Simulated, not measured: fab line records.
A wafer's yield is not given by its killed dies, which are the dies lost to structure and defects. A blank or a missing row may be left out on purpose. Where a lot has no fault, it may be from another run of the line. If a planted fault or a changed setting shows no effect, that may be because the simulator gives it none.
fab line records -- flow nandHarc -- part 2 of 2: steps 5 to 6 of 6
record lots=21, wafers=63, lastDay=33
route steps=1302 shown A_SGD_CUT@916 A_SLIT@934 A_WL_FILL@972 A_CONTACT@1001
lots untouched by any fault: they come from a run of this same line in which no faults occurred
startH: start of the lot's first displayed wafer, in hours after the record's first day -- waitH: hours from the lot's prior step to this one -- " as in the row above -- L1.1+2: a single row standing in for several wafers -- - value missing, or start not given -- * or withheld: withheld -- < > ~ a bound
route shown NAME@n: names a module that has steps shown in the file, with the first one's number in the route -- usual: mean and standard deviation over wafers with no fault -- same: alike in all rows -- chamber/n: place in a boat -- sites: each site's reading -- _std_site: standard deviation across them -- _edge_site: mean of outer sites minus mean of inner sites -- radiusMm: for every site, how far away it sits from the centre of the wafer -- mask NAME#n: copy n -- behind: the tool/chamber that last shaped the wafer -- hold: the reason the lot was held/the length of the hold in hours/how it ended -- device: whichever transistor did not switch (one of n, p or np) -- end of line: at the end of the route, the tests of the same wafers -- for a step that has no rows: nothing shown but its recipe -- killed: count of dies lost to structure and defects at first sort (not the wafer's yield) -- map: a wafer's dies, marking killed ones x, the rest . and places with no die _
set.NAME: the setting the step ran with; set.NAME@STEP: the setting that earlier step ran with -- model.NAME: the simulator's own value behind a step, which no gauge read
one table for each step of the route and one row for each wafer, over a sample of lots
services: from which hour (startH, from the record's first day; less than 0 if before it) a tool's chamber was out of use, for how many hours, and why
## steps
# step NHARC_A_CONTACT_ETCH_48
# recipe targetDepthA=390, overEtchFrac=0.3, timeS=65, ionEnergyEv=80, cf4FlowSccm=150, arFlowSccm=0, rfW=300, biasW=100, chemistry=CF4
# usual chamberPressureMTorr=49.99/0.043, drypumpMotorCurrentA=5.6/0.45, mfcArSccm=0.010/0.0095, oesProductAu=0.995/0.016, rfVppV=151.4/1.3, showerheadPlenumPTorr=1.78/0.081, throttleValvePct=13.282/0.0095
lot.wafer,tool,chamber,startH,waitH,chamberPressureMTorr,drypumpMotorCurrentA,mfcArSccm,oesProductAu,rfHoursCounterH,rfVppV,showerheadPlenumPTorr,throttleValvePct
L076.2,rieDiel-04,0,504.58,0.1,49.99,6.1,0.021,0.979,22,150.9,1.68,13.285
L076.6,rieDiel-04,3,504.58,0.1,50.00,4.8,0,1.026,-,151.1,1.70,13.284
L076.5,rieDiel-04,0,504.58,0.1,50.06,6.1,0.021,0.988,-,150.7,1.68,13.289
L075.2,rieDiel-03,0,513.30,0.1,50.06,5.2,0.022,0.970,12,152.4,1.91,13.278
L075.6,rieDiel-03,3,513.30,0.1,49.94,5.6,0.011,1.008,-,151.4,1.74,13.298
L075.5,rieDiel-03,0,513.30,0.1,49.99,5.2,0.022,0.980,-,150.8,1.91,13.281
L077.2,rieDiel-03,0,528.50,0.1,49.89,5.2,0.022,0.973,17,153.4,1.90,13.277
L077.4,rieDiel-03,1,528.50,0.1,49.95,5.8,0,0.997,-,151.8,1.88,13.303
L077.6,rieDiel-03,0,528.50,0.1,50.02,5.2,0.022,0.960,-,153.3,1.90,13.264
L078.3,rieDiel-04,2,529.43,0.1,49.95,5.6,0.002,0.996,27,151.7,1.84,13.290
L078.4,rieDiel-04,1,529.43,0.1,49.99,6.2,0.016,0.992,28,153.5,1.84,13.284
L078.6,rieDiel-04,3,529.43,0.1,50.03,4.8,0,1.014,-,150.1,1.70,13.287
L079.1,rieDiel-02,0,533.60,0.1,49.92,5.8,0,1.002,44,149.2,1.65,13.279
L079.2,rieDiel-02,1,533.60,0.1,49.96,5.5,0,1.007,41,154.9,1.90,13.284
L079.3,rieDiel-02,3,533.60,0.1,49.98,5.2,0,1.011,46,151.1,1.77,13.275
L082.2,rieDiel-04,3,548.13,0.1,49.99,4.8,0,0.982,0,150.1,1.70,13.274
L082.1,rieDiel-04,1,548.13,0.1,50.03,6.2,0.016,0.980,0,152.2,1.84,13.265
L082.5,rieDiel-04,3,548.13,0.1,49.98,4.8,0,0.998,-,150.3,1.70,13.284
L080.3,rieDiel-04,1,548.82,0.2,50.02,6.2,0.016,0.972,1,151.8,1.84,13.274
L080.1,rieDiel-04,2,548.82,0.2,49.93,5.6,0.002,0.993,1,153.3,1.84,13.267
L080.5,rieDiel-04,2,548.82,0.2,49.98,5.6,0.002,1.005,-,151.8,1.84,13.285
L081.2,rieDiel-02,3,550.72,0.1,50.02,5.2,0,0.999,54,151.1,1.77,13.289
L081.3,rieDiel-02,1,550.72,0.1,50.03,5.6,0,0.999,50,152.1,1.89,13.274
L081.5,rieDiel-02,2,550.72,0.1,50.05,5.9,0.024,1.014,-,152.2,1.82,13.278
L083.2,rieDiel-02,3,588.16,0.1,50.02,5.2,0,0.977,3,152.0,1.76,13.268
L083.4,rieDiel-02,1,588.16,0.1,50.00,5.6,0,0.995,5,153.5,1.89,13.292
L083.5,rieDiel-02,0,588.16,0.1,50.04,5.8,0,0.961,-,153.2,1.91,13.272
L086.4,rieDiel-04,2,610.51,0.2,50.06,5.6,0.002,1.012,8,151.5,1.84,13.288
L086.3,rieDiel-04,3,610.51,0.2,50.07,4.8,0,0.987,9,151.1,1.70,13.285
L086.1,rieDiel-04,1,610.51,0.2,50.00,6.2,0.016,0.969,9,151.7,1.84,13.283
L085.1,rieDiel-04,0,610.99,0.1,50.00,6.1,0.021,0.998,11,150.2,1.67,13.274
L085.2,rieDiel-04,1,610.99,0.1,49.98,6.1,0.016,0.973,9,151.9,1.84,13.289
L085.4,rieDiel-04,3,610.99,0.1,50.01,4.8,0,0.979,9,150.3,1.69,13.265
L087.1,rieDiel-04,0,631.21,0.1,50.01,6.1,0.021,0.999,16,148.7,1.67,13.295
L087.4,rieDiel-04,2,631.21,0.1,49.96,5.6,0.002,1.012,13,153.5,1.83,13.283
L087.6,rieDiel-04,0,631.21,0.1,50.00,6.1,0.021,1.018,-,150.0,1.67,13.267
L089.3,rieDiel-04,0,641.36,0.1,50.02,6.1,0.021,1.012,17,150.6,1.67,13.299
L089.1,rieDiel-04,2,641.36,0.1,49.99,5.6,0.002,1.014,15,152.4,1.83,13.281
L089.6,rieDiel-04,3,641.36,0.1,49.94,4.8,0,0.995,-,149.8,1.69,13.270
L088.1,rieDiel-02,2,647.85,0.1,50.05,5.9,0.024,1.019,23,152.3,1.81,13.276
L088.2,rieDiel-02,0,647.85,0.1,49.96,5.8,0,0.959,28,151.8,1.90,13.277
L088.5,rieDiel-02,2,647.85,0.1,50.07,5.9,0.024,1.011,-,151.9,1.81,13.282
L090.2,rieDiel-04,2,678.09,0.1,50.04,5.6,0.002,1.008,20,150.3,1.83,13.281
L090.3,rieDiel-04,3,678.09,0.1,49.99,4.8,0,0.990,20,149.6,1.69,13.280
L090.6,rieDiel-04,0,678.09,0.1,50.00,6.1,0.021,0.999,-,150.6,1.67,13.265
L091.1,rieDiel-04,1,684.21,0.1,50.01,6.2,0.016,0.976,21,150.7,1.84,13.288
L091.2,rieDiel-04,3,684.21,0.1,50.00,4.8,0,0.993,22,149.6,1.69,13.292
L091.3,rieDiel-04,0,684.21,0.1,50.01,6.1,0.021,1.012,22,149.4,1.67,13.251
L093.3,rieDiel-03,0,690.55,0.1,49.95,5.2,0.022,0.980,13,153.0,1.89,13.265
L093.2,rieDiel-03,1,690.55,0.1,49.98,5.8,0,0.987,16,152.7,1.86,13.289
L093.6,rieDiel-03,0,690.55,0.1,50.02,5.2,0.022,0.985,-,153.1,1.89,13.297
L094.3,rieDiel-02,3,692.02,0.1,49.99,5.2,0,0.994,40,151.1,1.75,13.291
L094.4,rieDiel-02,1,692.02,0.1,49.97,5.6,0,0.993,38,152.7,1.88,13.281
L094.1,rieDiel-02,2,692.02,0.1,49.99,5.9,0.024,1.031,37,151.6,1.80,13.269
L095.3,rieDiel-04,1,701.67,0.1,50.09,6.1,0.016,0.974,25,151.8,1.84,13.286
L095.5,rieDiel-04,0,701.67,0.1,49.92,6.1,0.021,1.014,-,149.5,1.67,13.281
L095.6,rieDiel-04,1,701.67,0.1,49.96,6.2,0.016,0.981,-,151.6,1.83,13.286
L096.4,rieDiel-03,0,702.52,0.1,50.02,5.2,0.022,0.996,17,152.5,1.89,13.270
L096.2,rieDiel-03,1,702.52,0.1,50.00,5.8,0,1.015,20,152.8,1.86,13.268
L096.3,rieDiel-03,2,702.52,0.1,49.90,5.4,0.019,0.993,18,151.9,1.77,13.269
L097.1,rieDiel-03,3,716.27,0.1,50.07,5.6,0.011,1.005,20,151.0,1.73,13.286
L097.2,rieDiel-03,1,716.27,0.1,49.99,5.8,0,0.997,24,154.1,1.86,13.292
L097.5,rieDiel-03,3,716.27,0.1,50.00,5.6,0.011,1.001,-,150.9,1.73,13.280
# step NHARC_A_CONTACT_ETCH_91
# recipe targetDepthA=400, overEtchFrac=0.5, timeS=85.7, ionEnergyEv=120, ch3fFlowSccm=50, o2FlowSccm=30, arFlowSccm=200, rfW=500, biasW=100, chemistry=CH3F/O2
# usual chamberPressureMTorr=24.999/0.022, drypumpMotorCurrentA=5.6/0.5, mfcArSccm=199.9/0.65, oesProductAu=0.94/0.035, rfVppV=244.5/1.9, showerheadPlenumPTorr=2.46/0.12, throttleValvePct=20.662/0.0096
lot.wafer,tool,chamber,startH,waitH,chamberPressureMTorr,drypumpMotorCurrentA,mfcArSccm,oesProductAu,rfHoursCounterH,rfVppV,showerheadPlenumPTorr,throttleValvePct
L076.2,rieDiel-04,2,520.01,0.9,25.023,5.6,199.3,0.91,27,246.3,2.56,20.675
L076.5,rieDiel-04,3,520.01,0.9,24.998,4.8,199.6,0.93,-,242.7,2.36,20.650
L076.6,rieDiel-04,0,520.01,0.9,25.010,6.1,200.8,0.91,-,241.8,2.33,20.666
L075.2,rieDiel-04,1,528.23,0.7,25.006,6.2,200.0,0.93,28,246.8,2.57,20.669
L075.6,rieDiel-04,3,528.23,0.7,25.028,4.8,199.8,0.93,-,244.6,2.36,20.662
L075.5,rieDiel-04,0,528.23,0.7,24.995,6.1,201.2,0.93,-,242.4,2.33,20.655
L077.4,rieDiel-04,2,544.51,0.6,25.014,5.6,201.3,1.00,0,245.7,2.56,20.639
L077.2,rieDiel-04,3,544.51,0.6,24.975,4.8,200.3,0.98,0,242.2,2.36,20.672
L077.6,rieDiel-04,1,544.51,0.6,25.001,6.2,199.2,0.97,-,245.8,2.57,20.667
L078.4,rieDiel-04,2,545.14,0.6,24.953,5.7,200.6,1.00,0,246.7,2.56,20.660
L078.3,rieDiel-04,3,545.14,0.6,25.009,4.8,200.0,0.98,0,242.4,2.36,20.664
L078.6,rieDiel-04,3,545.14,0.6,25.008,4.8,199.3,1.00,-,244.0,2.36,20.662
L079.2,rieDiel-04,3,547.76,0.6,24.954,4.8,199.5,1.00,0,242.3,2.36,20.626
L079.1,rieDiel-04,0,547.76,0.6,24.985,6.1,200.3,1.01,0,244.6,2.33,20.654
L079.3,rieDiel-04,1,547.76,0.6,24.976,6.2,200.9,0.98,0,246.1,2.57,20.671
L082.1,rieDiel-03,1,563.32,0.7,25.046,5.8,199.9,0.92,34,247.0,2.61,20.664
L082.2,rieDiel-03,2,563.32,0.7,24.987,5.4,200.3,0.93,33,245.0,2.47,20.671
L082.5,rieDiel-03,0,563.32,0.7,25.008,5.2,199.2,0.98,-,248.7,2.65,20.667
L080.3,rieDiel-04,0,566.76,0.5,25.027,6.1,200.5,0.94,5,242.4,2.32,20.664
L080.1,rieDiel-04,3,566.76,0.5,24.984,4.8,199.6,0.92,4,242.0,2.35,20.666
L080.5,rieDiel-04,1,566.76,0.5,24.989,6.2,198.5,0.90,-,246.1,2.56,20.661
L081.2,rieDiel-03,2,570.85,0.7,24.973,5.4,199.4,0.93,35,243.5,2.47,20.659
L081.3,rieDiel-03,0,570.85,0.7,25.028,5.2,200.1,0.90,30,247.6,2.65,20.649
L081.5,rieDiel-03,2,570.85,0.7,24.984,5.4,201.1,0.93,-,245.6,2.47,20.662
L083.2,rieDiel-04,2,602.07,0.6,24.974,5.6,200.4,0.94,8,246.3,2.56,20.663
L083.4,rieDiel-04,3,602.07,0.6,24.968,4.8,199.7,0.93,8,242.3,2.35,20.666
L083.5,rieDiel-04,3,602.07,0.6,25.001,4.8,200.1,0.91,-,242.2,2.35,20.667
L086.1,rieDiel-04,3,625.72,0.7,25.015,4.8,199.3,0.92,13,243.5,2.35,20.662
L086.3,rieDiel-04,0,625.72,0.7,24.981,6.1,200.6,0.93,15,242.2,2.32,20.659
L086.4,rieDiel-04,1,625.72,0.7,24.981,6.2,199.6,0.91,13,245.9,2.56,20.671
L085.4,rieDiel-04,3,628.27,0.5,24.970,4.8,200.1,0.93,14,242.7,2.35,20.662
L085.1,rieDiel-04,0,628.27,0.5,24.997,6.1,201.2,0.94,15,241.7,2.32,20.664
L085.2,rieDiel-04,1,628.27,0.5,24.992,6.2,201.0,0.91,13,246.0,2.56,20.655
L087.1,rieDiel-03,0,647.36,0.6,25.017,5.2,199.4,0.99,0,246.9,2.64,20.670
L087.4,rieDiel-03,2,647.36,0.6,25.037,5.4,200.8,1.00,0,243.1,2.47,20.650
L087.6,rieDiel-03,1,647.36,0.6,25.011,5.8,200.0,1.02,-,247.4,2.60,20.665
L089.3,rieDiel-04,0,655.33,0.6,25.018,6.1,200.2,0.94,19,244.0,2.32,20.646
L089.1,rieDiel-04,1,655.33,0.6,24.996,6.2,199.7,0.91,17,246.2,2.56,20.646
L089.6,rieDiel-04,3,655.33,0.6,25.013,4.8,199.4,0.92,-,241.1,2.35,20.662
L088.2,rieDiel-04,2,662.76,0.7,24.987,5.6,199.8,0.92,19,244.7,2.55,20.670
L088.1,rieDiel-04,3,662.76,0.7,24.998,4.8,200.0,0.92,20,243.1,2.35,20.661
L088.5,rieDiel-04,1,662.76,0.7,25.019,6.2,200.5,0.90,-,246.3,2.56,20.656
L090.3,rieDiel-04,3,693.21,0.5,24.999,4.8,200.7,0.91,25,241.8,2.35,20.667
L090.2,rieDiel-04,2,693.21,0.5,24.987,5.6,199.8,0.93,24,246.6,2.55,20.666
L090.6,rieDiel-04,3,693.21,0.5,24.988,4.8,199.8,0.91,-,241.5,2.35,20.647
L091.3,rieDiel-04,2,700.17,0.6,25.004,5.6,201.5,0.93,25,245.6,2.55,20.686
L091.1,rieDiel-04,3,700.17,0.6,24.950,4.8,199.2,0.91,26,242.3,2.35,20.663
L091.2,rieDiel-04,1,700.17,0.6,25.034,6.2,200.0,0.92,25,245.5,2.56,20.655
L093.2,rieDiel-02,3,706.43,0.7,24.972,5.2,200.0,0.93,45,244.0,2.44,20.658
L093.3,rieDiel-02,0,706.43,0.7,24.984,5.8,198.8,0.89,50,247.3,2.64,20.646
L093.6,rieDiel-02,0,706.43,0.7,24.981,5.8,200.4,0.90,-,247.9,2.64,20.671
L094.3,rieDiel-02,1,709.43,0.5,25.029,5.6,200.9,0.93,44,246.4,2.62,20.676
L094.1,rieDiel-02,2,709.43,0.5,24.980,5.9,199.8,0.94,43,244.4,2.51,20.675
L094.4,rieDiel-02,3,709.43,0.5,24.995,5.2,199.1,0.92,46,243.5,2.43,20.673
L095.3,rieDiel-04,1,718.92,0.5,24.983,6.2,199.6,1.01,0,245.8,2.55,20.663
L095.6,rieDiel-04,3,718.92,0.5,24.983,4.8,200.9,0.99,-,242.7,2.35,20.663
L095.5,rieDiel-04,0,718.92,0.5,24.958,6.1,199.8,1.02,-,242.8,2.32,20.665
L096.4,rieDiel-04,3,719.64,0.5,25.039,4.8,199.2,0.99,0,243.1,2.35,20.653
L096.3,rieDiel-04,0,719.64,0.5,25.006,6.1,199.7,1.01,0,241.8,2.32,20.664
L096.2,rieDiel-04,2,719.64,0.5,24.971,5.6,200.3,1.01,0,245.4,2.55,20.671
L097.2,rieDiel-04,2,731.67,0.8,24.981,5.6,199.6,0.92,1,246.7,2.55,20.648
L097.1,rieDiel-04,3,731.67,0.8,24.990,4.8,199.3,0.92,1,243.6,2.34,20.669
L097.5,rieDiel-04,2,731.67,0.8,24.975,5.7,200.0,0.92,-,246.2,2.55,20.666
## services
tool,chamber,startH,hours,kind
rieDiel-04,3,447.23,6.9,repair
rieDiel-05,-,451.09,2.2,repair
rieDiel-04,0,451.28,1.4,repair
rieDiel-03,-,458.46,9.0,pm
rieDiel-05,3,478.71,5.3,repair
rieDiel-03,0,481.98,13.0,repair
rieDiel-03,3,517.78,17.8,repair
rieDiel-04,-,531.90,9.0,pm
rieDiel-08,-,544.80,9.0,pm
rieSi-06,0,560.25,8.3,repair
rieDiel-04,3,562.59,3.2,repair
rieDiel-02,-,570.78,9.0,pm
rieDiel-08,0,572.78,3.6,repair
rieDiel-05,-,583.92,9.0,pm
rieSi-06,-,603.00,9.0,pm
rieDiel-03,-,634.91,1.3,repair
rieDiel-03,-,636.26,9.0,pm
rieDiel-02,1,663.83,8.8,repair
rieDiel-05,1,668.75,26.8,repair
rieDiel-08,2,674.09,2.6,repair
rieDiel-04,-,708.93,9.0,pm
rieDiel-08,-,722.13,9.0,pm
rieDiel-02,1,722.51,4.1,repair
rieDiel-03,3,722.71,9.7,repair
